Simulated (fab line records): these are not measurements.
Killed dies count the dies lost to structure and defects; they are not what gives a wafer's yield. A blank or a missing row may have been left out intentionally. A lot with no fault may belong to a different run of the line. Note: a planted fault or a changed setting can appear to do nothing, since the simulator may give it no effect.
fab line records	flow n5-finfet
[record] lots = 9	wafers = 26	last-day = 17
route steps=1938 shown ZERO_LAYER@4 WELL_APT@48 PMOS_HMC_CHANNEL_EPI@57 BEOL_M4@1111 PASSIVATION@1936
lots untouched by any fault: they come from a run of this same line in which no faults occurred
start-h: hours from the record's first day to the start of the lot's first wafer shown	wait-h: how many hours have passed since the lot's step before this one	" as in the row above	L1.1+2: a single row standing in for several wafers	- either no value or no given start	* or withheld: withheld	< > ~ a bound
route shown NAME@n: NAME is a module with steps in the file, n the number in the route of the first one	usual: average and standard deviation across the fault-free wafers	same: alike in all rows	chamber/n: place in a boat	sites: each site's reading	_std_site: the standard deviation of these	_edge_site: inner sites' mean taken away from outer sites' mean	radius-mm: how far each site lies from the wafer's centre	mask NAME#n: copy n	behind: the tool/chamber that last shaped the wafer	hold: reason for holding the lot/hours on hold/outcome of the hold	device: the transistor (n, p or np) that didn't switch	end of line: the route-end tests of the same wafers	a step given without rows: its recipe and nothing more	killed: dies that structure and defects cost at the first sort, which is not the same as the wafer's yield	map: per-die view of a wafer (x killed, . not killed, _ where there is no die)
set.NAME: the setting that was run; set.NAME@STEP: the one run at that earlier step	model.NAME: the simulator's own value behind a step, which no gauge read
a sample of lots followed through the steps of the route, with each step as a table and each wafer as a row
services: when a tool's chamber went out of use (start-h, in hours from the record's first day, below 0 if earlier), for how many hours, and the reason
[[steps]]
[step N5_ZERO_LAYER_PECVD_02]
[recipe] material = SiO2	target-thk-a = 100	temp-c = 400	precursor = SiH4/N2O	pressure-torr = 0.75	rf-w = 275	time-s = 6
[usual] heater-power-w = 757/89	showerhead-plenum-p-Torr = 8.12/0.17	susceptor-temp-C = 399.99/0.21
lot.wafer	tool	chamber	start-h	wait-h	heater-power-w	showerhead-plenum-p-Torr	susceptor-temp-C
L623.2	pecvd-01	1	18.28	0.0	710	7.94	399.94
L623.5	"	0	"	"	729	8.07	400.42
L623.6	"	2	"	"	833	8.01	399.63
L629.1	pecvd-04	0	54.47	0.0	698	7.98	400.29
L629.4	"	1	"	"	776	8.45	399.88
L629.5	"	2	"	"	652	7.99	399.78
L635.1	pecvd-01	2	90.28	0.0	955	8.05	399.93
L635.4	"	2	"	"	963	8.03	399.88
L635.6	"	0	"	"	733	8.06	400.35
L637.4	pecvd-01	2	102.31	0.1	931	7.99	400.10
L637.6	"	0	"	"	800	8.08	399.97
L641.2	pecvd-03	2	126.28	0.0	706	8.15	400.08
L641.3	"	0	"	"	837	8.38	400.23
L641.5	"	0	"	"	845	8.35	400.30
L642.1	pecvd-04	1	132.28	0.0	852	8.45	400.27
L642.4	"	0	"	"	757	8.00	399.64
L642.5	"	1	"	"	849	8.46	399.85
L643.1	pecvd-03	0	138.30	0.0	816	8.36	400.01
L643.3	"	2	"	"	674	8.17	399.63
L643.6	"	2	"	"	674	8.19	399.96
L644.2	pecvd-03	1	144.31	0.0	644	8.20	399.91
L644.3	"	2	"	"	691	8.18	400.08
L644.5	"	1	"	"	633	8.22	400.15
L645.1	pecvd-04	1	150.28	0.0	776	8.48	399.78
L645.2	"	0	"	"	698	7.98	400.06
L645.3	"	2	"	"	643	7.96	399.85
[step N5_WELL_APT_IMPLANT_32]
[recipe] species = BF2	energy-kev = 50	dose-cm2 = 2e+13	tilt-deg = 0	rotation-deg = 0
[usual] dose-ions-cm2 = 1.9998e+13/2e+10	faraday-current-uA = 254/4.9	rotation-deg = -0.004/0.016
lot.wafer	tool	chamber	start-h	wait-h	dose-ions-cm2	faraday-current-uA	rotation-deg
L623.2	implanter-01	0	21.32	0.1	2.0034e+13	248	-0.012
L623.5	"	0	"	"	1.9985e+13	257	-0.003
L623.6	"	0	"	"	2.0014e+13	258	0.004
L629.1	implanter-01	0	57.89	0.1	2.0007e+13	258	0.002
L629.4	"	0	"	"	2.0023e+13	253	0.005
L629.5	"	0	"	"	2.0007e+13	246	-0.019
L635.1	implanter-02	0	93.45	0.1	1.9978e+13	253	0.010
L635.4	"	0	"	"	1.9978e+13	260	0.001
L635.6	"	0	"	"	1.9974e+13	255	-0.012
L637.4	implanter-02	0	106.20	0.1	2.0001e+13	247	-0.029
L637.6	"	0	"	"	2.0016e+13	260	-0.001
L641.2	implanter-02	0	129.19	0.1	7.062e+12	90	-0.033
L641.3	"	0	"	"	7.078e+12	92	-0.032
L641.5	"	0	"	"	7.067e+12	93	-0.031
L642.1	implanter-02	0	135.62	0.1	7.055e+12	91	0.001
L642.4	"	0	"	"	7.079e+12	91	0.010
L642.5	"	0	"	"	7.041e+12	92	-0.007
L643.1	implanter-01	0	141.27	0.1	2.0013e+13	251	-0.025
L643.3	"	0	"	"	2.001e+13	243	-0.001
L643.6	"	0	"	"	1.9998e+13	257	0.012
L644.2	implanter-01	0	148.09	0.1	1.9967e+13	257	-0.031
L644.3	"	0	"	"	1.9986e+13	252	-0.005
L644.5	"	0	"	"	2.0014e+13	255	-0.040
L645.1	implanter-01	0	153.33	0.1	2.0016e+13	252	0.001
L645.2	"	0	"	"	2.0011e+13	257	0.035
L645.3	"	0	"	"	1.9979e+13	260	-0.009
[step N5_WELL_APT_INSPECT_38]
[recipe] inspect-instrument = darkfield	mode = post-epi
[usual] raw-defect-count = 14/6
lot.wafer	tool	chamber	start-h	wait-h	raw-defect-count
L623.2	defect-inspect-01	-	23.01	0.6	18
L623.5	"	-	"	"	14
L623.6	"	-	"	"	9
L629.1	defect-inspect-01	-	59.46	0.7	14
L629.4	"	-	"	"	10
L629.5	"	-	"	"	3
L635.1	defect-inspect-02	-	94.99	0.5	12
L635.4	"	-	"	"	13
L635.6	"	-	"	"	10
L637.4	defect-inspect-01	-	107.48	0.2	17
L637.6	"	-	"	"	16
L641.2	defect-inspect-02	-	131.14	0.4	13
L641.3	"	-	"	"	12
L641.5	"	-	"	"	26
L642.1	defect-inspect-01	-	137.00	0.5	9
L642.4	"	-	"	"	14
L642.5	"	-	"	"	14
L643.1	defect-inspect-01	-	142.64	0.5	8
L643.3	"	-	"	"	9
L643.6	"	-	"	"	14
L644.2	defect-inspect-02	-	149.43	0.4	17
L644.3	"	-	"	"	2
L644.5	"	-	"	"	14
L645.1	defect-inspect-01	-	154.70	0.5	11
L645.2	"	-	"	"	5
L645.3	"	-	"	"	9
[step N5_PMOS_HMC_CHANNEL_EPI_HM_DEP_34]
[recipe] material = SiO2	target-thk-a = 360	temp-c = 400	precursor = TEOS/O2	pressure-torr = 6.5	rf-w = 900	teos-flow-sccm = 161.4	gas = O2	flow-sccm = 2650	time-s = 6.9
[usual] heater-power-w = 547/100	showerhead-plenum-p-Torr = 8.33/0.039	susceptor-temp-C = 400.02/0.23	throttle-valve-pct = 18.4/0.81
lot.wafer	tool	chamber	start-h	wait-h	heater-power-w	showerhead-plenum-p-Torr	susceptor-temp-C	throttle-valve-pct
L623.2	pecvd-03	0	23.05	0.0	574	8.40	400.30	18.1
L623.5	"	2	"	"	460	8.34	400.08	17.5
L623.6	"	0	"	"	578	8.40	400.44	18.0
L629.1	pecvd-01	2	59.49	0.0	674	8.31	400.53	19.3
L629.4	"	1	"	"	560	8.29	399.60	18.9
L629.5	"	2	"	"	672	8.30	400.25	19.2
L635.1	pecvd-01	1	95.03	0.0	602	8.28	399.92	18.9
L635.4	"	2	"	"	628	8.33	399.98	19.3
L635.6	"	1	"	"	583	8.28	399.57	18.8
L637.4	pecvd-03	0	107.52	0.0	508	8.40	399.88	18.3
L637.6	"	2	"	"	469	8.34	399.95	17.5
L641.2	pecvd-01	1	131.17	0.0	519	8.31	400.07	18.9
L641.3	"	2	"	"	716	8.31	399.99	18.9
L641.5	"	2	"	"	746	8.33	400.11	19.2
L642.1	pecvd-02	2	137.03	0.0	533	8.24	399.69	17.7
L642.4	"	0	"	"	559	8.36	400.03	20.0
L642.5	"	1	"	"	529	8.34	400.05	18.7
L643.1	pecvd-02	0	142.67	0.0	505	8.37	400.33	19.8
L643.3	"	2	"	"	544	8.24	400.22	17.8
L643.6	"	2	"	"	554	8.24	399.99	17.6
L644.2	pecvd-03	1	149.46	0.0	397	8.37	399.88	16.8
L644.3	"	2	"	"	449	8.34	399.99	17.5
L644.5	"	2	"	"	465	8.34	399.81	17.6
L645.1	pecvd-01	1	154.74	0.0	548	8.31	400.14	18.7
L645.2	"	2	"	"	770	8.31	400.24	19.2
L645.3	"	0	"	"	560	8.31	399.86	17.9
[step N5_BEOL_M4_RC_MEAS_101]
[usual] CJ_N = 4.34/0.1	DIBL_N = 36.2/2	DIBL_P = 36.1/2.4	IOFF_N = 0.16/0.035	IOFF_N_85C = 3.1/0.58	IOFF_N_LONG = 5.57e-05/2.6e-06	IOFF_P = 0.22/0.041	ION_N = 675/14	ION_P = 465/8.6	RS_PWELL = 3005/23	SS_N = 71.5/0.64	SS_P = 73.2/0.76	VT_N = 250/3.9	VT_P = -249/3.4
lot.wafer	tool	chamber	start-h	wait-h	CJ_N	DIBL_N[mV/V]	DIBL_P[mV/V]	IOFF_N[nA/um]	IOFF_N_85C[nA/um]	IOFF_N_LONG[nA/um]	IOFF_P[nA/um]	ION_N[uA/um]	ION_P[uA/um]	RS_PWELL[ohm/sq]	SS_N[mV/dec]	SS_P[mV/dec]	VT_N[mV]	VT_P[mV]
L623.2	prober-01	0	191.76	0.2	4.14	34.7	37.9	0.14	2.8	5.46e-05	0.24	670	471	3019	70.7	73.3	253	-247
L623.5	"	0	"	"	4.47	35.5	37.3	0.15	3.0	5.7e-05	0.23	667	460	3035	71.5	73.1	252	-249
L623.6	"	0	"	"	4.23	35.6	38.7	0.15	3.0	5.46e-05	0.26	663	470	2997	71.1	74.4	251	-245
L629.1	prober-01	0	225.70	0.0	4.38	38.1	38.1	0.19	3.6	5.8e-05	0.27	684	475	3022	71.7	73.3	246	-244
L629.4	"	0	"	"	4.42	35.5	34.8	0.14	2.9	5.89e-05	0.23	669	472	2986	71.5	72.6	253	-249
L629.5	"	0	"	"	4.44	39.5	39.4	0.23	4.3	5.87e-05	0.31	694	474	3003	72.5	74.0	246	-245
L635.1	prober-01	0	255.86	0.0	4.16	37.1	38.2	0.16	3.2	5.61e-05	0.24	678	467	3011	71.9	73.2	249	-248
L635.4	"	0	"	"	4.20	35.0	35.3	0.13	2.7	5.69e-05	0.19	661	461	3018	71.2	72.9	254	-249
L635.6	"	0	"	"	4.16	36.6	38.1	0.16	3.2	5.67e-05	0.23	679	472	3022	71.1	73.7	251	-248
L637.4	prober-02	0	264.66	0.5	4.33	37.6	37.2	0.17	3.4	5.74e-05	0.23	680	462	2979	72.6	73.5	250	-247
L637.6	"	0	"	"	4.32	33.6	33.2	0.12	2.4	5.73e-05	0.18	682	476	2995	70.6	71.9	253	-250
L641.2	prober-02	0	293.23	0.2	2.56	35.5	34.6	0.15	2.9	4.6e-05	0.19	671	465	3134	71.8	73.1	256	-251
L641.3	"	0	"	"	2.57	42.4	36.2	0.42	7.0	4.53e-05	0.19	662	443	3127	78.5	74.3	249	-254
L641.5	"	0	"	"	2.57	37.8	36.6	0.19	3.5	4.6e-05	0.20	682	464	3120	72.3	73.3	250	-253
L643.1	prober-02	0	295.93	0.0	4.38	35.1	34.5	0.12	2.4	4.93e-05	0.15	673	450	2987	70.5	73.3	255	-255
L643.3	"	0	"	"	4.40	39.0	38.9	0.17	3.2	4.95e-05	0.20	664	453	3011	72.7	74.4	254	-252
L643.6	"	0	"	"	4.30	39.5	40.1	0.18	3.4	4.85e-05	0.21	679	456	3014	72.6	73.8	256	-253
L642.1	prober-02	0	297.34	0.0	2.73	47.3	35.0	0.71	11.2	4.9e-05	0.21	697	461	3143	81.9	73.3	247	-251
L642.4	"	0	"	"	2.59	39.8	34.5	0.24	4.4	4.89e-05	0.21	679	461	3153	74.2	73.6	248	-249
L642.5	"	0	"	"	2.66	37.5	30.0	0.20	3.8	4.86e-05	0.16	664	456	3171	74.5	71.6	252	-252
L644.2	prober-01	0	298.72	0.2	4.31	36.4	34.9	0.14	2.7	5.59e-05	0.19	669	456	2991	71.8	72.9	253	-251
L644.3	"	0	"	"	4.37	37.7	37.5	0.19	3.5	5.57e-05	0.22	682	464	3000	71.5	74.7	247	-251
L644.5	"	0	"	"	4.50	38.0	37.4	0.18	3.4	5.66e-05	0.24	678	461	3004	72.2	74.3	250	-246
L645.1	prober-01	0	314.81	0.0	4.33	36.4	36.3	0.15	2.8	5.09e-05	0.18	654	446	2979	71.6	73.3	257	-255
L645.2	"	0	"	"	4.32	36.0	36.5	0.14	2.8	5.18e-05	0.18	671	454	3017	71.5	73.3	254	-254
L645.3	"	0	"	"	4.34	33.9	33.8	0.12	2.5	5.18e-05	0.16	669	458	2998	70.8	71.7	254	-256
[step N5_PASSIVATION_PROBE_49]
[usual] defect-limited-yield = 91.1/1.4	killed_at_M0_to_M3 = 36/9.9	killed_at_M4_up = 13/5.8	killed-at-contacts = 14/5.9	killed-at-front-end = 39/11	killed-at-other = 3.4/2.9	killed-dies = 105/17	killed-open = 70/13	killed-short = 34/7.3	sort_bin_4_leakage = 0.00/0.0072	sort_bin_5_function = 5.3/1	sort_bin_6_memory = 3.3/0.62	sort-n-pass = 1075/17	sort-yield-pct = 91.1/1.4
[same] gross-dies = 1180	killed-at-back-side = 0	sort_bin_8_speed[%] = 0
lot.wafer	tool	chamber	start-h	wait-h	defect-limited-yield[%]	killed_at_M0_to_M3	killed_at_M4_up	killed-at-contacts	killed-at-front-end	killed-at-other	killed-dies	killed-open	killed-short	sort_bin_4_leakage[%]	sort_bin_5_function[%]	sort_bin_6_memory[%]	sort-n-pass	sort-yield-pct[%]
L623.2	prober-02	-	294.06	0.1	90.6	43	9	9	42	8	111	78	33	0	5.1	4.2	1069	90.6
L623.5	prober-02	-	294.21	0.2	89.5	55	8	9	48	4	124	87	37	0	7.3	3.1	1056	89.5
L623.6	prober-02	-	294.26	0.3	93.3	33	11	10	23	2	79	51	28	0	3.3	3.1	1101	93.3
L629.1	prober-02	-	327.84	0.0	92.5	32	8	17	25	7	89	65	24	0	4.3	2.8	1091	92.5
L629.4	prober-02	-	327.99	0.2	92.9	39	8	10	25	2	84	63	21	0	4.2	2.5	1096	92.9
L629.5	prober-02	-	328.04	0.2	91.9	42	14	7	31	2	96	65	31	0	4.9	3.1	1084	91.9
L635.1	prober-02	-	353.23	0.1	90.0	34	11	29	41	3	118	64	53	0	7.0	2.4	1062	90.0
L635.4	prober-02	-	353.38	0.2	91.3	19	7	34	42	1	103	61	42	0	5.8	2.5	1077	91.3
L635.6	prober-02	-	353.48	0.3	91.1	41	11	15	38	0	105	67	37	0	5.3	3.6	1075	91.1
L637.4	prober-01	-	363.33	0.2	90.6	45	6	10	49	1	111	60	48	0	5.6	3.5	1069	90.6
L637.6	prober-01	-	363.43	0.3	92.6	39	9	13	26	0	87	60	26	0	4.0	3.1	1093	92.6
L641.2	prober-01	-	399.43	0.1	89.8	42	15	9	52	2	120	75	42	0	6.3	3.6	1060	89.8
L641.3	prober-01	-	399.48	0.1	89.2	44	21	11	52	0	128	85	39	23.64	6.4	4.1	773	65.5
L641.5	prober-01	-	399.58	0.2	86.3	45	35	14	63	5	162	104	45	0	8.6	3.8	1018	86.3
L643.1	prober-01	-	400.45	0.0	91.9	34	11	15	36	0	96	65	28	0	4.7	2.9	1084	91.9
L643.3	prober-01	-	400.55	0.1	91.4	37	16	21	25	2	101	66	34	0	4.8	3.5	1079	91.4
L643.6	prober-01	-	400.70	0.3	91.1	45	15	17	26	2	105	68	36	0	5.4	3.2	1075	91.1
L644.2	prober-02	-	404.79	0.1	90.6	36	18	23	26	8	111	77	34	0	5.3	3.8	1069	90.6
L644.3	prober-02	-	404.84	0.1	89.2	34	15	29	43	7	128	97	31	0	6.9	3.7	1052	89.2
L644.5	prober-02	-	404.94	0.2	91.3	38	11	19	31	4	103	62	41	0	4.8	3.7	1077	91.3
L642.1	prober-01	-	411.01	0.0	90.9	30	32	10	29	6	107	77	27	89.24	5.9	2.7	20	1.7
L642.4	prober-01	-	411.16	0.2	91.8	19	25	17	35	1	97	68	29	0	4.7	3.1	1083	91.8
L642.5	prober-01	-	411.21	0.2	91.4	29	20	15	36	1	101	70	30	0	5.7	2.5	1079	91.4
L645.1	prober-02	-	414.09	0.0	91.4	34	8	14	39	7	102	57	45	0	4.3	3.7	1078	91.4
L645.2	prober-02	-	414.14	0.1	91.8	34	10	9	41	3	97	64	33	0	4.7	3.5	1083	91.8
L645.3	prober-02	-	414.19	0.1	91.8	32	5	10	41	9	97	56	39	0	5.5	2.4	1083	91.8
// killed by level:class
L623.2 STI_FIN_REVEAL:geometric-particle:open=18 BEOL_M0_SAQP:geometric-particle:short=14 BEOL_M3:geometric-particle:open=10 DUMMY_GATE:geometric-particle:open=8 MOL_CONTACT_COAG:geometric-particle:open=8 BEOL_M0_SAQP:geometric-particle:open=7 BEOL_M0:geometric-particle:open=5 STI_FIN_REVEAL:geometric-particle:short=4
L623.5 STI_FIN_REVEAL:geometric-particle:open=18 BEOL_M0_SAQP:geometric-particle:open=14 BEOL_M0:geometric-particle:open=11 BEOL_M0_SAQP:geometric-particle:short=9 BEOL_M2:geometric-particle:open=7 MOL_CONTACT_COAG:geometric-particle:open=6 BEOL_M2:geometric-particle:short=5 BEOL_M3:geometric-particle:open=5
L623.6 BEOL_M3:geometric-particle:open=8 BEOL_M2:geometric-particle:open=7 MOL_CONTACT_COAG:geometric-particle:open=6 BEOL_M0_SAQP:geometric-particle:short=6 BEOL_M3:geometric-particle:short=5 STI_FIN_REVEAL:geometric-particle:open=5 STI_FIN_REVEAL:geometric-particle:short=4 MOL_CONTACT_COAG:geometric-particle:short=4
L629.1 MOL_CONTACT_COAG:geometric-particle:open=14 BEOL_M2:geometric-particle:open=9 STI_FIN_REVEAL:geometric-particle:open=7 BEOL_M0_SAQP:geometric-particle:open=6 BEOL_M3:geometric-particle:open=6 BEOL_M1:geometric-particle:open=5 BEOL_M4:geometric-particle:open=4 PASS1_CAP:geometric-particle:short=4
L629.4 BEOL_M2:geometric-particle:open=16 BEOL_M0_SAQP:geometric-particle:open=10 STI_FIN_REVEAL:geometric-particle:open=8 MOL_CONTACT_COAG:geometric-particle:open=8 FIN_SAQP:geometric-particle:short=7 BEOL_M1:geometric-particle:open=4 BEOL_M4:geometric-particle:open=4 FIN_SAQP:geometric-particle:open=3
L629.5 BEOL_M0_SAQP:geometric-particle:short=13 BEOL_M0_SAQP:geometric-particle:open=11 DUMMY_GATE:geometric-particle:open=10 BEOL_M4:geometric-particle:open=8 STI_FIN_REVEAL:geometric-particle:open=6 BEOL_M1:geometric-particle:open=6 MOL_CONTACT_COAG:geometric-particle:open=5 GATE_CUT:geometric-particle:open=4
L635.1 MOL_CONTACT_COAG:geometric-particle:open=20 FIN_SAQP:geometric-particle:short=18 MOL_CONTACT_COAG:geometric-particle:short=9 BEOL_M0_SAQP:geometric-particle:short=7 STI_FIN_REVEAL:geometric-particle:open=7 BEOL_M2:geometric-particle:open=7 BEOL_M1:geometric-particle:open=6 BEOL_M0_SAQP:geometric-particle:open=4
L635.4 MOL_CONTACT_COAG:geometric-particle:open=25 FIN_SAQP:geometric-particle:short=16 FIN_SAQP:geometric-particle:open=12 MOL_CONTACT_COAG:geometric-particle:short=9 BEOL_M0_SAQP:geometric-particle:open=5 BEOL_M0_SAQP:geometric-particle:short=4 GATE_CUT:geometric-particle:short=3 BEOL_M1:geometric-particle:open=3
L635.6 MOL_CONTACT_COAG:geometric-particle:open=13 BEOL_M2:geometric-particle:open=12 BEOL_M3:geometric-particle:open=10 BEOL_M0_SAQP:geometric-particle:short=8 FIN_SAQP:geometric-particle:open=7 FIN_SAQP:geometric-particle:short=7 DUMMY_GATE:geometric-particle:open=5 GATE_CUT:geometric-particle:short=4
L637.4 BEOL_M0_SAQP:geometric-particle:short=13 FIN_SAQP:geometric-particle:short=11 STI_FIN_REVEAL:geometric-particle:open=10 BEOL_M0_SAQP:geometric-particle:open=8 BEOL_M2:geometric-particle:open=8 FIN_SAQP:geometric-particle:open=7 MOL_CONTACT_COAG:geometric-particle:open=7 STI_FIN_REVEAL:geometric-particle:short=6
L637.6 BEOL_M1:geometric-particle:open=13 BEOL_M0_SAQP:geometric-particle:open=9 MOL_CONTACT_COAG:geometric-particle:open=9 GATE_CUT:geometric-particle:short=7 BEOL_M2:geometric-particle:open=6 DUMMY_GATE:geometric-particle:open=5 FIN_SAQP:geometric-particle:short=4 STI_FIN_REVEAL:geometric-particle:open=4
L641.2 FIN_SAQP:geometric-particle:short=16 FIN_SAQP:geometric-particle:open=11 BEOL_M3:geometric-particle:open=10 STI_FIN_REVEAL:geometric-particle:open=9 BEOL_M2:geometric-particle:open=8 BEOL_M0_SAQP:geometric-particle:open=8 MOL_CONTACT_COAG:geometric-particle:open=7 BEOL_M0_SAQP:geometric-particle:short=6
L641.3 FIN_SAQP:geometric-particle:open=14 BEOL_M2:geometric-particle:open=12 BEOL_M3:geometric-particle:open=11 BEOL_M4:geometric-particle:open=11 STI_FIN_REVEAL:geometric-particle:open=8 MOL_CONTACT_COAG:geometric-particle:open=7 FIN_SAQP:geometric-particle:short=6 BEOL_M0_SAQP:geometric-particle:short=6
L641.5 BEOL_M4:geometric-particle:open=22 BEOL_M2:geometric-particle:open=15 FIN_SAQP:geometric-particle:open=14 BEOL_M3:geometric-particle:open=11 HKMG_FIN:area-etch=10 FIN_SAQP:geometric-particle:short=9 MOL_CONTACT_COAG:geometric-particle:open=9 STI_FIN_REVEAL:geometric-particle:open=7
L643.1 MOL_CONTACT_COAG:geometric-particle:open=11 STI_FIN_REVEAL:geometric-particle:open=9 BEOL_M0_SAQP:geometric-particle:short=8 FIN_SAQP:geometric-particle:open=7 GATE_CUT:geometric-particle:open=7 BEOL_M3:geometric-particle:open=7 BEOL_M2:geometric-particle:open=6 FIN_SAQP:geometric-particle:short=4
L643.3 MOL_CONTACT_COAG:geometric-particle:open=14 BEOL_M0_SAQP:geometric-particle:short=13 STI_FIN_REVEAL:geometric-particle:open=7 MOL_CONTACT_COAG:geometric-particle:short=7 BEOL_M2:geometric-particle:open=7 BEOL_M4:geometric-particle:open=7 FIN_SAQP:geometric-particle:open=5 BEOL_M3:geometric-particle:open=5
L643.6 MOL_CONTACT_COAG:geometric-particle:open=15 BEOL_M0_SAQP:geometric-particle:short=12 BEOL_M1:geometric-particle:open=10 BEOL_M0_SAQP:geometric-particle:open=7 FIN_SAQP:geometric-particle:short=6 FIN_SAQP:geometric-particle:open=5 BEOL_M3:geometric-particle:open=5 BEOL_M4:geometric-particle:open=4
L644.2 MOL_CONTACT_COAG:geometric-particle:open=21 BEOL_M0_SAQP:geometric-particle:short=11 BEOL_M0_SAQP:geometric-particle:open=10 FIN_SAQP:geometric-particle:open=9 BEOL_M5:geometric-particle:open=7 STI_FIN_REVEAL:geometric-particle:open=6 BEOL_M1:geometric-particle:open=5 FIN_SAQP:geometric-particle:short=4
L644.3 MOL_CONTACT_COAG:geometric-particle:open=27 STI_FIN_REVEAL:geometric-particle:open=11 BEOL_M0_SAQP:geometric-particle:open=9 FIN_SAQP:geometric-particle:open=7 BEOL_M4:geometric-particle:open=7 BEOL_M0_SAQP:geometric-particle:short=6 BEOL_M2:geometric-particle:open=6 FIN_SAQP:geometric-particle:short=5
L644.5 MOL_CONTACT_COAG:geometric-particle:open=15 BEOL_M0_SAQP:geometric-particle:short=15 FIN_SAQP:geometric-particle:short=7 STI_FIN_REVEAL:geometric-particle:open=7 BEOL_M0_SAQP:geometric-particle:open=7 BEOL_M3:geometric-particle:open=6 FIN_SAQP:geometric-particle:open=4 MOL_CONTACT_COAG:geometric-particle:short=4
L642.1 BEOL_M4:geometric-particle:open=22 MOL_CONTACT_COAG:geometric-particle:open=10 BEOL_M2:geometric-particle:open=9 BEOL_M0_SAQP:geometric-particle:open=7 STI_FIN_REVEAL:geometric-particle:open=6 BEOL_M4:geometric-particle:short=6 DUMMY_GATE:geometric-particle:open=5 BEOL_M3:geometric-particle:open=5
L642.4 BEOL_M4:geometric-particle:open=18 MOL_CONTACT_COAG:geometric-particle:open=13 FIN_SAQP:geometric-particle:short=8 DUMMY_GATE:geometric-particle:open=7 STI_FIN_REVEAL:geometric-particle:open=5 BEOL_M2:geometric-particle:open=5 BEOL_M3:geometric-particle:open=5 MOL_CONTACT_COAG:geometric-particle:short=4
L642.5 MOL_CONTACT_COAG:geometric-particle:open=15 BEOL_M4:geometric-particle:open=14 STI_FIN_REVEAL:geometric-particle:open=11 BEOL_M3:geometric-particle:open=10 FIN_SAQP:geometric-particle:short=6 BEOL_M3:geometric-particle:short=6 DUMMY_GATE:geometric-particle:open=5 STARTING-WAFER:geometric-particle:short=5
L645.1 STI_FIN_REVEAL:geometric-particle:open=12 MOL_CONTACT_COAG:geometric-particle:open=12 FIN_SAQP:geometric-particle:short=11 BEOL_M0_SAQP:geometric-particle:short=11 BEOL_M0_SAQP:geometric-particle:open=9 BEOL_M0:geometric-particle:open=7 FIN_SAQP:geometric-particle:open=5 GATE_CUT:geometric-particle:short=4
L645.2 STI_FIN_REVEAL:geometric-particle:open=11 FIN_SAQP:geometric-particle:short=10 BEOL_M0_SAQP:geometric-particle:open=10 MOL_CONTACT_COAG:geometric-particle:open=8 BEOL_M0_SAQP:geometric-particle:short=8 FIN_SAQP:geometric-particle:open=5 BEOL_M0:geometric-particle:open=5 BEOL_M3:geometric-particle:open=4
L645.3 FIN_SAQP:geometric-particle:open=12 FIN_SAQP:geometric-particle:short=10 MOL_CONTACT_COAG:geometric-particle:open=10 BEOL_M0_SAQP:geometric-particle:short=10 BEOL_M0_SAQP:geometric-particle:open=7 BEOL_M1:geometric-particle:open=6 GATE_CUT:geometric-particle:short=5 STI_FIN_REVEAL:geometric-particle:open=4
[[services]]
tool	chamber	start-h	hours	kind
pecvd-04	-	3.20	6.0	pm
pecvd-01	0	8.29	5.5	scheduled-down
implanter-02	-	8.40	3.5	pm
pecvd-04	2	21.12	-	clean
pecvd-04	2	21.12	-	consumable-replace:showerhead
pecvd-04	2	21.12	29.0	scheduled-down
pecvd-04	2	21.12	29.0	vent-cycle
pecvd-01	-	24.36	2.8	pm
pecvd-03	2	35.06	2.1	scheduled-down
implanter-02	-	41.33	5.7	repair
pecvd-02	2	44.31	2.1	scheduled-down
implanter-02	-	61.69	31.4	pm
pecvd-02	0	83.60	2.2	repair
implanter-01	-	93.13	5.6	pm
implanter-02	-	105.08	0.7	repair
pecvd-02	0	113.06	2.1	scheduled-down
implanter-02	-	115.52	3.9	repair
pecvd-02	-	116.82	0.8	pm
pecvd-01	0	122.45	6.0	repair
pecvd-02	-	128.98	3.9	repair
implanter-01	-	133.99	2.0	repair
pecvd-03	1	137.83	5.5	scheduled-down
pecvd-03	0	143.29	5.5	scheduled-down
pecvd-01	-	148.31	1.8	repair
[[key]]
[first-sign] step = N5_WELL_APT_IMPLANT_32	reading = dose-ions-cm2	direction = down	sigmas = 99+	usual = 1.9998e+13	struck = 7.064e+12
[effect] step = N5_WELL_APT_IMPLANT_32	reading = faraday-current-uA	direction = down	sigmas = 33	usual = 254	struck = 91
[effect] step = N5_BEOL_M4_RC_MEAS_101	reading = CJ_N	direction = down	sigmas = 17	usual = 4.34	struck = 2.61
[effect] step = N5_BEOL_M4_RC_MEAS_101	reading = SS_N	direction = up	sigmas = 6.3	usual = 71.5	struck = 75.5	wafers-moved = 4
[effect] step = N5_BEOL_M4_RC_MEAS_101	reading = RS_PWELL	direction = up	sigmas = 5.9	usual = 3005	struck = 3141
[effect] step = N5_BEOL_M4_RC_MEAS_101	reading = IOFF_N	direction = up	sigmas = 4.5	usual = 0.16	struck = 0.32	wafers-moved = 4
[effect] step = N5_BEOL_M4_RC_MEAS_101	reading = IOFF_N_85C	direction = up	sigmas = 4.2	usual = 3.1	struck = 5.5	wafers-moved = 4
[effect] step = N5_BEOL_M4_RC_MEAS_101	reading = IOFF_N_LONG	direction = down	sigmas = 3.2	usual = 5.57e-05	struck = 4.73e-05
[effect] step = N5_BEOL_M4_RC_MEAS_101	reading = DIBL_N	direction = up	sigmas = 1.9	usual = 36.2	struck = 40.1	wafers-moved = 3
[effect] step = N5_PASSIVATION_PROBE_49	reading = sort_bin_4_leakage	direction = up	sigmas = 99+	usual = 0.00	struck = 18.81	wafers-moved = 2
met-at N5_WELL_APT_IMPLANT_32
struck-lots L641,L642
[baseline-loss] step = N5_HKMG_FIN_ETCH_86	wafers = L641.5
not-acting-at N5_ZERO_LAYER_PECVD_02,N5_WELL_APT_INSPECT_38,N5_PMOS_HMC_CHANNEL_EPI_HM_DEP_34
onset-between 106.20 129.19
[fault] kind = process-parameter-drift	tool = implanter-02	chamber = -	onset-h = 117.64	steps = N5_WELL_APT_IMPLANT_32	channel = dose-cm2	offset = -1.2916e+13	shape = step	end-h = 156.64	acts-in = these-recipes-only	stated = 2e+13
// baseline-loss: these wafers lose ten dies or more at that step, a loss of the line's own and not of a fault; the sort's usual values leave them out
